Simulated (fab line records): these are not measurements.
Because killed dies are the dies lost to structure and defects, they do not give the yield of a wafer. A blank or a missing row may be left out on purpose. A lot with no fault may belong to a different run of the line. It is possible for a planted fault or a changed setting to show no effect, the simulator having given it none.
A lot that was struck, set against a sound lot -- flow nand-harc -- 15 out of 1302 route steps
Sound: wafers L236.4, L236.5, L236.6. Struck: wafer L242.2 (left out: L242.1, L242.3 of the same lot, which were not struck); the cause appears at the end.
For every step that has rows: the tool of each side, followed by ch and its chambers, followed by its first start. Under that, the readings that differ: sound wafers -- struck wafers -- difference of the means -- sigmas: that difference in standard deviations of wafers without a fault.
alike: a reading whose means differ by less than 2 such deviations, as well as words and numbers matching on both sides. not compared: withheld readings; readings where some wafer has no value; bounds like >300 that might hide an equal value; numbers whose values overlap and for which the record gives no deviation.
A row with sigmas, a row that says differs or no value, or rows on one side alone: a step with any of these is where the two part. Numbers that have no deviation but don't overlap get no sigmas and don't part them. A reading missing from all wafers of one side parts the sides only when that side holds two or more wafers.

first, 4 steps without rows for these wafers: NHARC_P_CONTACT_EBR_08; NHARC_P_CONTACT_EXPOSE_09 (exposes mask P CA, target cd 90 nm); NHARC_P_CONTACT_PEB_10 (peb time 65 s); NHARC_P_CONTACT_DEVELOP_11 (develop time 35 s).
NHARC_P_CONTACT_CD_MEAS_12 targets a cd of 90 nm.
  sound on cd-sem-01 ch 0, day 8 15:09; struck on cd-sem-03 ch 0, day 10 19:41
  alike: cd-nm
NHARC_P_CONTACT_OVL_MEAS_13:
  sound on overlay-02 at day 8 15:14; struck on overlay-01 at day 10 19:47
  alike: overlay-x-nm, overlay-y-nm
NHARC_P_CONTACT_INSPECT_14:
  sound on defect-inspect-01 at day 8 15:16; struck on defect-inspect-01 at day 10 19:49
  alike: raw-defect-count
NHARC_P_CONTACT_DESCUM_17: chemistry O2, time 3 s.
  sound on rie-diel-08 ch 0,2,3, day 8 15:22; struck on rie-diel-08 ch 0, day 10 19:53
reading,sound,struck,difference,sigmas
rf-hours-counter-h (h),- - -,3.2,no value on the sound wafers,
  alike: drypump-motor-current-A, mfc-ar-sccm, oes-product-au, rf-vpp-V, showerhead-plenum-p-Torr, throttle-valve-pct
NHARC_P_CONTACT_ETCH_35: etches the open film in CF4, target depth 39 nm, time 65 s.
  sound on rie-diel-08 ch 0,2,3, day 8 15:27; struck on rie-diel-08 ch 0, day 10 19:58
reading,sound,struck,difference,sigmas
rf-hours-counter-h (h),- - -,3.3,no value on the sound wafers,
  alike: drypump-motor-current-A, mfc-ar-sccm, oes-product-au, rf-fwd-power-W, rf-vpp-V, showerhead-plenum-p-Torr, throttle-valve-pct
NHARC_P_CONTACT_ETCH_36: etches the open film in N2/H2, target depth 260 nm, time 406.25 s.
  sound on rie-diel-08 ch 0,2,3; struck on rie-diel-08 ch 0
reading,sound,struck,difference,sigmas
rf-hours-counter-h (h),- - -,3.3,no value on the sound wafers,
  alike: drypump-motor-current-A, mfc-ar-sccm, oes-product-au, rf-fwd-power-W, rf-vpp-V, showerhead-plenum-p-Torr, throttle-valve-pct
NHARC_P_CONTACT_ETCH_18: etches the open film in C4F8/O2/Ar, target depth 481 nm, time 240.5 s.
  sound on rie-diel-08 ch 0,2,3; struck on rie-diel-08 ch 3
reading,sound,struck,difference,sigmas
rf-fwd-power-W (W),599.1 598.2 600.3,603.9,+4.7,+2
rf-hours-counter-h (h),- - -,3.1,no value on the sound wafers,
  alike: oes-product-au, rf-vpp-V
then, 1 step without rows for these wafers: NHARC_P_CONTACT_STRIP_37 (strips in C4F8/O2/Ar).
NHARC_P_CONTACT_ETCH_31: etches the open film in CH3F/O2, target depth 30 nm, time 85.7 s.
  sound on rie-diel-08 ch 0,2,3, day 8 16:15; struck on rie-diel-08 ch 0, day 10 20:37
reading,sound,struck,difference,sigmas
oes-product-au (a.u.),1.002 1.002 0.990,0.661,-0.337,-22
rf-hours-counter-h (h),- - -,3.6,no value on the sound wafers,
  alike: ch3f-flow-sccm, drypump-motor-current-A, mfc-ar-sccm, rf-fwd-power-W, rf-vpp-V, showerhead-plenum-p-Torr, throttle-valve-pct
NHARC_P_CONTACT_CD_MEAS_19:
  sound on cd-sem-03 at day 8 16:23; struck on cd-sem-02 at day 10 20:45
  alike: cd-nm
-- jump in the record: it breaks off in module P_CONTACT and resumes in module END (first step shown: number 1302 of the route), and 18 days separate the struck wafers' starts before and after --
NHARC_END_SORT_01:
  the record has rows for the struck wafers here (prober-01 ch 0, day 29 00:47) and none for the sound ones

## WHERE THEY PART
First at NHARC_P_CONTACT_DESCUM_17; last, within this record, at NHARC_END_SORT_01.

WHY: the cause the simulator had injected
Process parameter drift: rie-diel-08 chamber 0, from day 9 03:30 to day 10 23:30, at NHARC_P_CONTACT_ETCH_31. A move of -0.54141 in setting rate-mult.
